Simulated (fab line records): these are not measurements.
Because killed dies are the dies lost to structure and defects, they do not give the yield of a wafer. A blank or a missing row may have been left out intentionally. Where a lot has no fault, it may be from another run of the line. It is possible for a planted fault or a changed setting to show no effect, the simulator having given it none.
Which of the tools did it? :: flow nand harc :: 13 lots with 39 wafers sampled at 5 steps, on a route of 1302 steps

## WHAT EACH GAUGE READ, for each wafer
NHARC_THIN_TSV_CD_MEAS_33 targets a cd of 5000 nm.
lot: L762
measured: day 23 10:56
on: cd sem-03
cd nm (nm): 4999.3 5000.8 5001.8

lot: L764
measured: day 24 18:14
on: cd sem-01
cd nm (nm): 4999.5 4998.7 5001.0

lot: L766
measured: day 25 06:14
on: cd sem-03
cd nm (nm): 5000.9 5000.3 4999.0

lot: L765
measured: day 25 07:25
on: cd sem-02
cd nm (nm): 5002.4 5000.5 5000.1

lot: L769
measured: day 30 12:55
on: cd sem-02
cd nm (nm): 4999.6 4998.5 5000.0

lot: L770
measured: day 30 15:13
on: cd sem-02
cd nm (nm): 4999.8 4999.9 4999.5

lot: L772
measured: day 30 16:26
on: cd sem-02
cd nm (nm): 5001.7 5000.3 5000.4

lot: L771
measured: day 30 17:31
on: cd sem-01
cd nm (nm): 5001.9 5001.7 5001.9

lot: L774
measured: day 30 18:57
on: cd sem-02
cd nm (nm): 5000.0 5000.0 5000.1

lot: L773
measured: day 30 20:08
on: cd sem-03
cd nm (nm): 5000.7 5001.5 4999.9

lot: L776
measured: day 31 00:51
on: cd sem-01
cd nm (nm): 4998.5 4999.0

lot: L783
measured: day 32 11:37
on: cd sem-02
cd nm (nm): 4999.5 5000.6

lot: L784
measured: day 33 08:19
on: cd sem-02
cd nm (nm): 4999.9 4999.2 4998.2

NHARC_END_SORT_01.
lot: L776
measured: day 32 17:01
on: prober-01
killed at array: 675 68 68
killed at other: 0 2 1
killed at periphery: 2 6 0
killed dies: 677 76 69
killed open: 1 10 1
killed short: 5 2 2

lot: L783
measured: day 33 16:25
on: prober-01
killed at array: 667 64 75
killed at other: 2 1 0
killed at periphery: 8 14 12
killed dies: 677 79 87
killed open: 4 5 7
killed short: 3 5 6

## WHICH TOOL RAN EACH LOT (tool, then ch and the chambers of the sampled wafers, then the start)
lot: L762
NHARC_A_CONTACT_DEP_85: pecvd-04 ch 0,1,2, day 21 19:48
NHARC_THIN_TSV_DEP_43: pecvd-02 ch 0,1,2, day 23 04:16
NHARC_THIN_TSV_ETCH_59: rie metal-03 ch 0,1, day 23 11:13

lot: L764
NHARC_A_CONTACT_DEP_85: pecvd-03 ch 0,1, day 22 22:00
NHARC_THIN_TSV_DEP_43: pecvd-02 ch 0,1,2, day 24 11:37
NHARC_THIN_TSV_ETCH_59: rie metal-01 ch 0,1, day 24 18:34

lot: L766
NHARC_A_CONTACT_DEP_85: pecvd-04 ch 0,1,2, day 23 13:07
NHARC_THIN_TSV_DEP_43: pecvd-03 ch 0,1,2, day 24 23:38
NHARC_THIN_TSV_ETCH_59: rie metal-03 ch 0,1, day 25 06:35

lot: L765
NHARC_A_CONTACT_DEP_85: pecvd-02 ch 0,1,2, day 23 14:46
NHARC_THIN_TSV_DEP_43: pecvd-03 ch 0,2, day 25 00:49
NHARC_THIN_TSV_ETCH_59: rie metal-02 ch 0,1, day 25 07:46

lot: L769
NHARC_A_CONTACT_DEP_85: pecvd-04 ch 0,2, day 24 13:27
NHARC_THIN_TSV_DEP_43: pecvd-01 ch 0,1,2, day 30 05:58
NHARC_THIN_TSV_ETCH_59: rie metal-01 ch 0,1, day 30 13:12

lot: L770
NHARC_A_CONTACT_DEP_85: pecvd-03 ch 0,2, day 25 23:08
NHARC_THIN_TSV_DEP_43: pecvd-03 ch 1,2, day 30 08:26
NHARC_THIN_TSV_ETCH_59: rie metal-03 ch 0,1, day 30 15:31

lot: L772
NHARC_A_CONTACT_DEP_85: pecvd-03 ch 1,2, day 26 04:38
NHARC_THIN_TSV_DEP_43: pecvd-02 ch 1,2, day 30 09:40
NHARC_THIN_TSV_ETCH_59: rie metal-01 ch 0,1, day 30 16:44

lot: L771
NHARC_A_CONTACT_DEP_85: pecvd-02 ch 0,2, day 26 12:18
NHARC_THIN_TSV_DEP_43: pecvd-03 ch 0,1, day 30 10:48
NHARC_THIN_TSV_ETCH_59: rie metal-02 ch 0,1, day 30 17:49

lot: L774
NHARC_A_CONTACT_DEP_85: pecvd-04 ch 0,1,2, day 26 19:40
NHARC_THIN_TSV_DEP_43: pecvd-01 ch 1,2, day 30 12:02
NHARC_THIN_TSV_ETCH_59: rie metal-01 ch 0,1, day 30 19:14

lot: L773
NHARC_A_CONTACT_DEP_85: pecvd-04 ch 0,2, day 27 05:33
NHARC_THIN_TSV_DEP_43: pecvd-03 ch 0,2, day 30 13:20
NHARC_THIN_TSV_ETCH_59: rie metal-02 ch 1, day 30 20:29

lot: L776
NHARC_A_CONTACT_DEP_85: pecvd-03 ch 1,2, day 28 20:09
NHARC_THIN_TSV_DEP_43: pecvd-02 ch 0,2, day 30 18:07
NHARC_THIN_TSV_ETCH_59: rie metal-03 ch 1, day 31 01:17

lot: L783
NHARC_A_CONTACT_DEP_85: pecvd-03 ch 1,2, day 30 13:34
NHARC_THIN_TSV_DEP_43: pecvd-02 ch 1,2, day 32 04:55
NHARC_THIN_TSV_ETCH_59: rie metal-03 ch 0, day 32 11:58

lot: L784
NHARC_A_CONTACT_DEP_85: pecvd-04 ch 0,1,2, day 31 15:53
NHARC_THIN_TSV_DEP_43: pecvd-02 ch 0,1,2, day 33 01:33
NHARC_THIN_TSV_ETCH_59: rie metal-03 ch 0,1, day 33 08:40
- NHARC_A_CONTACT_DEP_85: deposits SiON, target thk 60 nm.
- NHARC_THIN_TSV_DEP_43: deposits SiO2, target thk 1328.5 nm.
- NHARC_THIN_TSV_ETCH_59: etches the open film in Cl2/BCl3, target depth 880 nm, time 138.1 s.

## WHAT THE TOOLS THEMSELVES READ (means of the sampled wafers that have a number; where no wafer has one, the mark that the record gives instead)
NHARC_A_CONTACT_DEP_85.
lot: L762
tool: pecvd-04
heater power w (W): 821
showerhead vpp V (V): 1166

lot: L764
tool: pecvd-03
heater power w (W): 903
showerhead vpp V (V): 1070

lot: L766
tool: pecvd-04
heater power w (W): 750
showerhead vpp V (V): 1154

lot: L765
tool: pecvd-02
heater power w (W): 731
showerhead vpp V (V): 1148

lot: L769
tool: pecvd-04
heater power w (W): 800
showerhead vpp V (V): 1145

lot: L770
tool: pecvd-03
heater power w (W): 805
showerhead vpp V (V): 1094

lot: L772
tool: pecvd-03
heater power w (W): 857
showerhead vpp V (V): 1129

lot: L771
tool: pecvd-02
heater power w (W): 772
showerhead vpp V (V): 1143

lot: L774
tool: pecvd-04
heater power w (W): 846
showerhead vpp V (V): 1146

lot: L773
tool: pecvd-04
heater power w (W): 826
showerhead vpp V (V): 1187

lot: L776
tool: pecvd-03
heater power w (W): 730
showerhead vpp V (V): 1143

lot: L783
tool: pecvd-03
heater power w (W): 827
showerhead vpp V (V): 1148

lot: L784
tool: pecvd-04
heater power w (W): 826
showerhead vpp V (V): 1165

NHARC_THIN_TSV_DEP_43.
lot: L762
tool: pecvd-02
showerhead vpp V (V): 1813
throttle valve pct (%): 15.8

lot: L764
tool: pecvd-02
showerhead vpp V (V): 1825
throttle valve pct (%): 15.9

lot: L766
tool: pecvd-03
showerhead vpp V (V): 1772
throttle valve pct (%): 15.0

lot: L765
tool: pecvd-03
showerhead vpp V (V): 1835
throttle valve pct (%): 15.3

lot: L769
tool: pecvd-01
showerhead vpp V (V): 1877
throttle valve pct (%): 16.3

lot: L770
tool: pecvd-03
showerhead vpp V (V): 1839
throttle valve pct (%): 15.3

lot: L772
tool: pecvd-02
showerhead vpp V (V): 1812
throttle valve pct (%): 16.2

lot: L771
tool: pecvd-03
showerhead vpp V (V): 1721
throttle valve pct (%): 15.1

lot: L774
tool: pecvd-01
showerhead vpp V (V): 1906
throttle valve pct (%): 16.1

lot: L773
tool: pecvd-03
showerhead vpp V (V): 1823
throttle valve pct (%): 15.3

lot: L776
tool: pecvd-02
showerhead vpp V (V): 1826
throttle valve pct (%): 16.2

lot: L783
tool: pecvd-02
showerhead vpp V (V): 1784
throttle valve pct (%): 16.4

lot: L784
tool: pecvd-02
showerhead vpp V (V): 1846
throttle valve pct (%): 16.2

NHARC_THIN_TSV_ETCH_59.
lot: L762
tool: rie metal-03
drypump motor current A (A): 5.7
oes product au (a.u.): 0.995
throttle valve pct (%): 22.275

lot: L764
tool: rie metal-01
drypump motor current A (A): 5.0
oes product au (a.u.): 0.998
throttle valve pct (%): 22.274

lot: L766
tool: rie metal-03
drypump motor current A (A): 5.7
oes product au (a.u.): 0.999
throttle valve pct (%): 22.273

lot: L765
tool: rie metal-02
drypump motor current A (A): 5.7
oes product au (a.u.): 1.002
throttle valve pct (%): 22.268

lot: L769
tool: rie metal-01
drypump motor current A (A): 5.0
oes product au (a.u.): 1.006
throttle valve pct (%): 22.265

lot: L770
tool: rie metal-03
drypump motor current A (A): 5.7
oes product au (a.u.): 0.997
throttle valve pct (%): 22.264

lot: L772
tool: rie metal-01
drypump motor current A (A): 5.0
oes product au (a.u.): 1.001
throttle valve pct (%): 22.263

lot: L771
tool: rie metal-02
drypump motor current A (A): 5.7
oes product au (a.u.): 0.992
throttle valve pct (%): 22.266

lot: L774
tool: rie metal-01
drypump motor current A (A): 5.0
oes product au (a.u.): 1.001
throttle valve pct (%): 22.264

lot: L773
tool: rie metal-02
drypump motor current A (A): 4.8
oes product au (a.u.): 0.990
throttle valve pct (%): 22.264

lot: L776
tool: rie metal-03
drypump motor current A (A): 5.5
oes product au (a.u.): 1.003
throttle valve pct (%): 22.260

lot: L783
tool: rie metal-03
drypump motor current A (A): 6.0
oes product au (a.u.): 1.007
throttle valve pct (%): 22.265

lot: L784
tool: rie metal-03
drypump motor current A (A): 5.7
oes product au (a.u.): 1.001
throttle valve pct (%): 22.268

## THE ANSWER, worked out from the rows above alone
Rule: usual is defined by the lots themselves. Put in order of their means at a reading, lots are off if they are a third of the lots or fewer, leave a main group of 4 or more, and stand apart from it by a gap of 3 or more times the standard deviation of the main group's means; of several such gaps the widest counts. A main group whose means are all the same, to the digits that the tables above print for the reading, isn't used. Also off: a lot with no number at a reading for which 4 or more lots have one. The other lots that the step has rows for count as sound. Order of review: gauges by route order, followed by the tools' own readings, for which a lot's mean as printed above is used. The first step at which some lot is off is used, and at that step the reading that is off furthest; a lot without a number counts as furthest.
Nothing can be told from this: no lot is off at any reading shown.

## WHAT WAS PUT IN BY THE SIMULATOR
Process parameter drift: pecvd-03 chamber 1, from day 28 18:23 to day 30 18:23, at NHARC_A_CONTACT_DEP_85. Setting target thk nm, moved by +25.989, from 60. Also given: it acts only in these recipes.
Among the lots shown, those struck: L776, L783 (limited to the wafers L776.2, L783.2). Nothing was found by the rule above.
